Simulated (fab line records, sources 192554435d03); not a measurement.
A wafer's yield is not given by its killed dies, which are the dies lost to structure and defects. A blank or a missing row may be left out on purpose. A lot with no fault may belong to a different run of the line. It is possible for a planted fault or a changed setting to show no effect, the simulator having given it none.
Split-lot experiment ; flow n5_finfet ; 7 lots, 21 wafers read, on a route of 1938 steps

SPLIT DETAILS
At N5_BEOL_M8_COAT_60 (time 60 s, resist thk 35 nm), the setting spin_rpm was moved away from the recipe's 1500 rpm on 7 of the 21 wafers read, by -7.8% to +10.0%. For the rest of the wafers, this setting stayed at what the recipe calls for.

FROM THE SPLIT TO THE READING: what the file shows between them, 4 steps
- N5_BEOL_M8_COAT_05: resist thk 90 nm
- N5_BEOL_M8_EBR_07
- N5_BEOL_M8_DESCUM_16: chemistry O2, time 7.9 s
- N5_BEOL_M8_ETCH_61: etches SiARC in CF4, target depth 45.5 nm, time 75.8 s

THE READING
SiARC_of_BEOL_M8_COAT_60.thk_nm (the simulator's own value, which no gauge read), in nm, at N5_BEOL_M8_ETCH_62 (etches SOC in N2/H2, target depth 110 nm, overetch 22 nm, time 165 s). There is no usual value for it anywhere in the file. Here, 14 wafers ran the recipe; their average is 28.2 nm with a standard deviation of 0.28 nm.

wafer;tool, chamber at the split;spin_rpm as run, rpm;against the recipe;SiARC_of_BEOL_M8_COAT_60.thk_nm, nm;against lot-mates on the recipe
L077.2;litho_track-02, 0;1500;recipe;27.8;-
L077.3;litho_track-02, 0;1650;+10.0%;26.8;-1.1
L077.4;litho_track-02, 0;1500;recipe;28;-
L080.2;litho_track-03, 0;1500;recipe;28.8;-
L080.4;litho_track-03, 0;1383;-7.8%;30;+1.2
L080.5;litho_track-03, 0;1383;-7.8%;29.8;+1.0
L084.1;litho_track-01, 0;1500;recipe;28;-
L084.2;litho_track-01, 0;1500;recipe;28;-
L084.4;litho_track-01, 0;1416;-5.6%;29.2;+1.2
L087.2;litho_track-03, 0;1500;recipe;28.6;-
L087.3;litho_track-03, 0;1500;recipe;27.8;-
L087.5;litho_track-03, 0;1642;+9.5%;26.2;-2.0
L085.2;litho_track-02, 0;1500;recipe;28.4;-
L085.5;litho_track-02, 0;1500;recipe;28.4;-
L085.4;litho_track-02, 0;1500;recipe;28.2;-
L091.1;litho_track-02, 0;1442;-3.9%;28.8;+0.8
L091.4;litho_track-02, 0;1442;-3.9%;29;+1.0
L091.6;litho_track-02, 0;1500;recipe;28;-
L090.2;litho_track-02, 0;1500;recipe;28.2;-
L090.3;litho_track-02, 0;1500;recipe;28.2;-
L090.5;litho_track-02, 0;1500;recipe;28;-

FIT RESULTS
A straight line over all 21 wafers: SiARC_of_BEOL_M8_COAT_60.thk_nm changes by -0.189 nm for each +1% of spin_rpm; r = -0.95; the points scatter about the line by 0.29 nm.
The same after taking each lot's own level away (the mean of its wafers on the recipe; 21 wafers): -0.162 nm for each +1%; r = -0.94; scatter 0.25 nm.
According to that fit, moving spin_rpm by its largest amount changes the reading by 1.6 nm.
Measured against the standard deviation above, the lots' own levels, which go from 27.90 to 28.80 nm, span 3.2 times it.
Hence the slope depends on the lot-to-lot level, as the two fits are not the same.
Check: for one of the wafers moved furthest among these (+10.0%), held out of the fit, the line's prediction against its lot-mates is -1.86 nm. Against them it came out at -1.1 nm.

THE WHOLE CHAIN: every reading that the file lists as answering this split, in the file's order
step;what it does;reading;change (the file's fit);r (the file's)
N5_BEOL_M8_COAT_60;time 60 s, resist thk 35 nm;SiARC_of_BEOL_M8_COAT_60.thk_nm (the simulator's own value, which no gauge read);-0.174 nm for each +1% of the setting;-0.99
N5_BEOL_M8_ETCH_61;etches SiARC in CF4, target depth 45.5 nm, time 75.8 s;CAR-ArF_of_BEOL_M8_COAT_05.thk_nm (the simulator's own value, which no gauge read);+0.149 nm for each +1% of the setting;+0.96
N5_BEOL_M8_ETCH_61;etches SiARC in CF4, target depth 45.5 nm, time 75.8 s;etch.depth_nm (the simulator's own value, which no gauge read);-0.175 nm for each +1% of the setting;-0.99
N5_BEOL_M8_ETCH_62;etches SOC in N2/H2, target depth 110 nm, overetch 22 nm, time 165 s;SiARC_of_BEOL_M8_COAT_60.thk_nm (the simulator's own value, which no gauge read);-0.164 nm for each +1% of the setting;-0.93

FILE'S OWN FIT
SiARC_of_BEOL_M8_COAT_60.thk_nm changes by -0.164 nm for each +1% of spin_rpm, r = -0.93.
